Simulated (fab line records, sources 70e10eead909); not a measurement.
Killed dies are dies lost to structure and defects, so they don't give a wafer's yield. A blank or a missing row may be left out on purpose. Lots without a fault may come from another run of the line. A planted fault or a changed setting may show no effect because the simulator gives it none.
A struck lot beside a sound one | flow nand_harc | 25 steps out of a route of 1159
Sound: wafers L283.1, L283.3, L283.5. Struck: wafer L292.1. (L292.3, L292.4 of the same lot were not struck and are left out.) The cause comes at the end.
At each step with rows: each side's tool, then ch and its chambers, then its first start. Under that, the readings that differ: sound wafers | struck wafers | difference of the means | sigmas: that difference in standard deviations of wafers without a fault.
alike: readings whose means differ by less than 2 such deviations, and words and numbers that are the same on both sides. not compared: withheld readings, readings that some wafer has no value for, bounds like >300 that may hide the same value, and numbers for which the record gives no deviation and whose values overlap.
The two part at a step that has a row with sigmas, a row that says differs or no value, or rows on one side only. Numbers that don't overlap but have no deviation are shown without sigmas and don't part them. A reading that every wafer of one side lacks parts them only if that side has two wafers or more.

NHARC_P_CONTACT_DEP_00: deposits SiO2, target thk 500 nm.
  sound on pecvd-04 ch 0,1,2; struck on pecvd-03 ch 1
  alike: heater_power_w, showerhead_vpp_V, throttle_valve_pct
NHARC_P_CONTACT_CMP_01: polishes SiO2, target thk 200 nm.
  sound on cmp-03 ch 0,1,2, day 5 05:58; struck on cmp-03 ch 3, day 7 20:06
  alike: motor_current_A
then, 9 steps without rows for these wafers: NHARC_P_CONTACT_SRD_03; NHARC_P_CONTACT_DEHYDRATE_04 (time 120 s); NHARC_P_CONTACT_HMDS_05 (time 30 s); NHARC_P_CONTACT_COAT_33 (time 75 s); NHARC_P_CONTACT_COAT_34 (time 65 s); NHARC_P_CONTACT_COAT_06 (resist thk 90 nm); NHARC_P_CONTACT_SOFTBAKE_07 (time 55 s); NHARC_P_CONTACT_EBR_08; NHARC_P_CONTACT_EXPOSE_09 (exposes mask P CA, target cd 90 nm).
NHARC_P_CONTACT_PEB_10: peb time 65 s.
  sound on litho_track-06 ch 0, day 5 06:35; struck on litho_track-06 ch 0, day 7 20:44
  reading                  | sound             | struck | difference | sigmas
  heater_power_total_W (W) | 157.1 156.0 156.7 | 205.7  | +49.1      | +99 or more
then, 1 step without rows for these wafers: NHARC_P_CONTACT_DEVELOP_11 (develop time 35 s).
NHARC_P_CONTACT_CD_MEAS_12: target cd 90 nm.
  sound on cd_sem-01 ch 0, day 5 06:40; struck on cd_sem-02 ch 0, day 7 20:49
  reading    | sound          | struck | difference | sigmas
  cd_nm (nm) | 90.9 89.3 90.1 | 71.9   | -18.2      | -25
NHARC_P_CONTACT_OVL_MEAS_13:
  sound on overlay-02, day 5 06:45; struck on overlay-02, day 7 20:54
  alike: overlay_x_nm, overlay_y_nm
NHARC_P_CONTACT_INSPECT_14:
  sound on defect_inspect-01, day 5 06:47; struck on defect_inspect-01, day 7 20:56
  alike: raw_defect_count
NHARC_P_CONTACT_DESCUM_17: chemistry O2, time 3 s.
  sound on rie_diel-02 ch 0,2,3, day 5 06:52; struck on rie_diel-04 ch 2, day 7 21:00
  reading                     | sound             | struck | difference | sigmas
  drypump_motor_current_A (A) | 6.2 5.5 5.9       | 4.9    | -1.0       | -2
  model.P_CONTACT.cd_nm (nm)  | 91.28 89.04 89.56 | 71.67  | -18.29     |
  alike: oes_product_au, rf_vpp_V, showerhead_plenum_p_Torr, throttle_valve_pct
  not compared: rf_hours_counter_h
NHARC_P_CONTACT_ETCH_35: etches the open film in CF4, target depth 39 nm, time 65 s.
  sound on rie_diel-02 ch 1,2, day 5 06:56; struck on rie_diel-04 ch 2, day 7 21:05
  alike: drypump_motor_current_A, oes_product_au, rf_vpp_V, showerhead_plenum_p_Torr, throttle_valve_pct
  not compared: rf_hours_counter_h
then, 1 step without rows for these wafers: NHARC_P_CONTACT_ETCH_36 (etches the open film in N2/H2, target depth 260 nm, time 406.25 s).
NHARC_P_CONTACT_ETCH_18: etches the open film in C4F8/O2/Ar, target depth 481 nm, time 240.5 s.
  sound on rie_diel-02 ch 0,1,3; struck on rie_diel-04 ch 0
  reading               | sound             | struck | difference | sigmas
  oes_product_au (a.u.) | 0.984 0.983 0.966 | 0.943  | -0.035     | -2
  alike: rf_vpp_V
  not compared: rf_hours_counter_h
then, 1 step without rows for these wafers: NHARC_P_CONTACT_STRIP_37 (strips in C4F8/O2/Ar).
NHARC_P_CONTACT_ETCH_31: etches the open film in CH3F/O2, target depth 30 nm, time 85.7 s.
  sound on rie_diel-02 ch 1,3; struck on rie_diel-04 ch 1
  reading                         | sound             | struck | difference | sigmas
  oes_product_au (a.u.)           | 0.991 0.995 0.982 | 0.957  | -0.032     | -3
  rf_vpp_V (V)                    | 245.8 245.6 245.6 | 242.6  | -3.1       | -2
  showerhead_plenum_p_Torr (Torr) | 2.63 2.53 2.63    | 2.41   | -0.19      | -3
  model.P_CONTACT.cd_nm (nm)      | 93.03 88.41 89.99 | 72.1   | -18.4      |
  alike: drypump_motor_current_A, throttle_valve_pct
  not compared: rf_hours_counter_h
NHARC_P_CONTACT_CD_MEAS_19:
  sound on cd_sem-03, day 5 07:43; struck on cd_sem-02, day 7 21:52
  reading    | sound          | struck | difference | sigmas
  cd_nm (nm) | 93.5 88.3 90.1 | 72.2   | -18.4      | -9
NHARC_P_CONTACT_STRIP_28: strips in O2.
  sound on rie_diel-02 ch 1,3, day 5 07:49; struck on rie_diel-02 ch 3, day 7 21:57
  alike: drypump_motor_current_A, oes_product_au, rf_vpp_V, showerhead_plenum_p_Torr, throttle_valve_pct
  not compared: rf_hours_counter_h
-- the record jumps here: 14 days lie between the struck wafers' starts before and after (it left off in module P_CONTACT and takes up again in module END, whose first step shown is number 1159 of the route) --
NHARC_END_SORT_01:
  the record has rows for the struck wafers here (prober-02 ch 0, day 21 18:01) and none for the sound ones

WHERE THEY PART
First at NHARC_P_CONTACT_PEB_10; last, within this record, at NHARC_END_SORT_01.

WHY: what the simulator had put in
Process parameter drift: litho_track-06, from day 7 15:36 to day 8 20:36, at NHARC_P_CONTACT_PEB_10. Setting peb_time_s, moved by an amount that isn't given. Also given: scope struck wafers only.
